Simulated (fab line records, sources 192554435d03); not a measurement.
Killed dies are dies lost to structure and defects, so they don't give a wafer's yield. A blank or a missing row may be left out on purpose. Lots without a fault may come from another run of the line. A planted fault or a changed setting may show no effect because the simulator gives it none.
Problem report in the 8D (eight disciplines) form, filled by code | flow n5_finfet | the parts of the form that need people (team, actions taken, sign-off) are left out
Where a reading is given only as a bound, like >300, the bound stands for it, and a mean or a difference that rests on one is marked > or <: the true number lies beyond.

1. THE PROBLEM
raw_defect_count at N5_BEOL_M0_SAQP_INSPECT_16 reads a mean of 1302 on 2 wafers of 2 lots; wafers without a fault read 519 with a standard deviation of 130. That is +6.0 standard deviations from the usual mean.
The step: inspects for defects (brightfield).
First seen on wafer L458.4, day 11 13:25, on defect_inspect-01. The record holds 24 wafers of 8 lots with a number at this step. Rule for "out", or "out of limits": more than 4 standard deviations from the usual mean. The other wafers with a number count as sound.

2. WHAT IT IS AND WHAT IT IS NOT
question                    | is                | is not
which readings at this step | raw_defect_count  | -
which lots                  | L458, L461        | L449, L450, L454, L459, L465, L466
which wafers of those lots  | L458.4, L461.2    | L458.2, L458.5, L461.1, L461.5
read on which gauges        | defect_inspect-01 | defect_inspect-02
when                        | from day 11 13:25 | up to then (11 sound wafers); but 11 sound wafers of L459, L461, L465, L466 came after

3. SUSPECTS, AND WHAT RULES EACH OUT
Counting: a tool at a process step up to the reading stays a suspect if it ran every lot that is out. Sound lots after the first of them don't rule it out here, since some wafers of a struck lot are sound.
- the gauge at N5_BEOL_M0_SAQP_INSPECT_16: ruled out. All the wafers that are out were read on defect_inspect-01, but those of them that N5_PASSIVATION_PROBE_49 has rows for are out there too, on other tools.
- pecvd-03 at N5_BEOL_M0_SAQP_PECVD_96 (deposits a-Si from SiH4/He, target thk 45 nm, time 45.2 s): kept. It ran every lot that is out, first L458 (day 11 12:38); its last sound lot up to then is L450 (day 7 04:28).
- Within pecvd-03 at N5_BEOL_M0_SAQP_PECVD_96: the wafers that are out ran in chamber 0; their sound lot-mates ran in chambers 1, 2.
Left after counting: pecvd-03 at N5_BEOL_M0_SAQP_PECVD_96.

4. THE CAUSE (what the simulator had put in)
Chamber particle source: pecvd-03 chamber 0, from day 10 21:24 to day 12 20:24, at N5_BEOL_M0_SAQP_PECVD_96. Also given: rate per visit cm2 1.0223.
Counting left only this tool.

5. THE CHAIN OF EFFECTS, in route order
Each row: a reading whose mean over the struck wafers that have a number lies more than 3 standard deviations from the usual. Only readings for which the record gives a usual standard deviation are gone through. hours: the time from each lot's start at the first step in this table that gives one to its start at this step, as a median over the lots. sigmas: the change in usual standard deviations.
hours | step                       | reading              | usual  | on struck wafers | change | sigmas
0     | N5_BEOL_M0_SAQP_INSPECT_16 | raw_defect_count     | 519    | 1302             | +782   | +6.0
9     | N5_BEOL_M0_SAQP_INSPECT_42 | raw_defect_count     | 286    | 990              | +704   | +8.6
11    | N5_BEOL_M0_CUTY_INSPECT_59 | raw_defect_count     | 2.1    | >300             | >+298  | +99 or more
176   | N5_PASSIVATION_PROBE_49    | defect_limited_yield | 91.2 % | 81.1             | -10.1  | -7.8
176   | N5_PASSIVATION_PROBE_49    | killed_at_M0_to_M3   | 34     | 158              | +124   | +13
176   | N5_PASSIVATION_PROBE_49    | killed_dies          | 104    | 223              | +119   | +7.9
176   | N5_PASSIVATION_PROBE_49    | sort_bin_5_function  | 5.2 %  | 12.1             | +6.9   | +7.9
176   | N5_PASSIVATION_PROBE_49    | sort_n_pass          | 1076   | 957              | -119   | -7.9
176   | N5_PASSIVATION_PROBE_49    | sort_yield_pct       | 91.2 % | 81.1             | -10.1  | -7.8
The process steps in it:
- N5_PASSIVATION_PROBE_49
Later measuring or inspecting steps at which every struck wafer that the step has a row for has a number for every such reading, and none has moved that far: N5_BEOL_M4_RC_MEAS_101.

6. WHAT WOULD HAVE CAUGHT IT SOONER
In this record the first reading out of limits at a measuring or inspecting step was taken at day 11 13:25, 16 hours after the fault began at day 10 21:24.
Of the tool readings at N5_BEOL_M0_SAQP_PECVD_96 for which the record gives a usual standard deviation, none was out on any struck wafer, so an alarm limit of 4 standard deviations on them would not have fired.
All the lots that are out (2) had begun N5_BEOL_M0_SAQP_PECVD_96 on pecvd-03 by day 11 13:25. A hold on the tool at that time would have spared none of them.
